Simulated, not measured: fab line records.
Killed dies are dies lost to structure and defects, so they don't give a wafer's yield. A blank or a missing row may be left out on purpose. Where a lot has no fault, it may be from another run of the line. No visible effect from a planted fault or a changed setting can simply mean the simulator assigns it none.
8D (eight disciplines) problem report, filled in by code -- flow n5 finfet -- the parts of the form that need people (team, actions taken, sign-off) are left out

## 1. WHAT IS WRONG
M7_ILD_THK at N5_BEOL_M7_THK_MEAS_01 reads a mean of 180.6 nm on 3 wafers of 1 lot; wafers without a fault read 154.2 nm with a standard deviation of 1.9. Relative to the usual mean, that is a shift of +14 standard deviations.
First observed at day 13 10:16: wafer L161.1, on film metro-02. At this step, 33 wafers from 11 lots have a number in the record. Rule for "out" (also "out of limits"): further than 4 standard deviations from the usual mean. The rest of the wafers with a number are treated as sound.

## 2. WHAT IT IS; WHAT IT IS NOT
question,is,is not
which readings at this step,M7_ILD_THK,-
which lots,L161,"L149, L151, L152, L153, L155, L156, L162, L165, L168, L172"
which wafers of those lots,all that have a number,-
read on which gauges,film metro-02,film metro-01
when,from day 13 10:16,"up to then (18 sound wafers); but 12 sound wafers of L162, L165, L168, L172 came after"

## 3. WHAT RULES OUT EACH SUSPECT
Counting: any tool at a process step up to the reading is kept as a suspect provided that every lot that is out went through it and no sound lot did after the first of them.
- the gauge at N5_BEOL_M7_THK_MEAS_01: kept. All the wafers that are out were read on film metro-02, and no step on other tools shows them out.
- rtp anneal-01 at N5_BEOL_M6_ANNEAL_51 (time 90 s): kept. It ran the lot that is out, L161 (day 13 08:53), and no sound lot after that; its last sound lot up to then is L155 (day 11 14:59).
- pecvd-01 at N5_BEOL_M6_DEP_56 (deposits SiCN from 3MS/NH3, target thk 10 nm, time 17.5 s): ruled out as a lasting fault. The sound lots L165 went through it after L161, its earliest lot that is out (day 13 09:33).
- pecvd-02 at N5_BEOL_M7_ILD_DEP_00 (deposits SiCOH lowk from DEMS/porogen, target thk 179.75 nm, time 33.4 s): kept. It ran the lot that is out, L161 (day 13 09:41), and no sound lot after that; its last sound lot up to then is L155 (day 11 15:45).
rtp anneal-01 at N5_BEOL_M6_ANNEAL_51, pecvd-02 at N5_BEOL_M7_ILD_DEP_00 and film metro-02 at N5_BEOL_M7_THK_MEAS_01 are what is left after counting.

## 4. THE CAUSE (what the simulator had put in)
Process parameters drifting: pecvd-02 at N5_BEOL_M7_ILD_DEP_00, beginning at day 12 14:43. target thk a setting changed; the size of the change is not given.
Counting left 3 suspects, and this tool is among them.

## 5. THE CHAIN OF EFFECTS, in route order
Each row: a reading whose mean over the struck wafers that have a number lies more than 3 standard deviations from the usual. Readings are gone through only where the record gives a usual standard deviation; hours: the median, over the lots, of the time from a lot's start at the first step in this table giving one to that lot's start at this step; sigmas: the change measured in usual standard deviations.
hours,step,reading,usual,on struck wafers,change,sigmas
0,N5_BEOL_M7_THK_MEAS_01,M7_ILD_THK,154.2 nm,180.6,+26.4,+14

## 6. HOW IT WOULD HAVE BEEN CAUGHT EARLIER
20 hours passed between the start of the fault at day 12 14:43 and the first reading out of limits at a measuring or inspecting step in this record, taken at day 13 10:16.
Of the tool readings at N5_BEOL_M7_ILD_DEP_00 for which the record gives a usual standard deviation, none was out on any struck wafer, so an alarm limit of 4 standard deviations on them would not have fired.
By day 13 10:16, every lot that is out (1) had started N5_BEOL_M7_ILD_DEP_00 on pecvd-02. Tool hold at that time: it would have spared none of them.
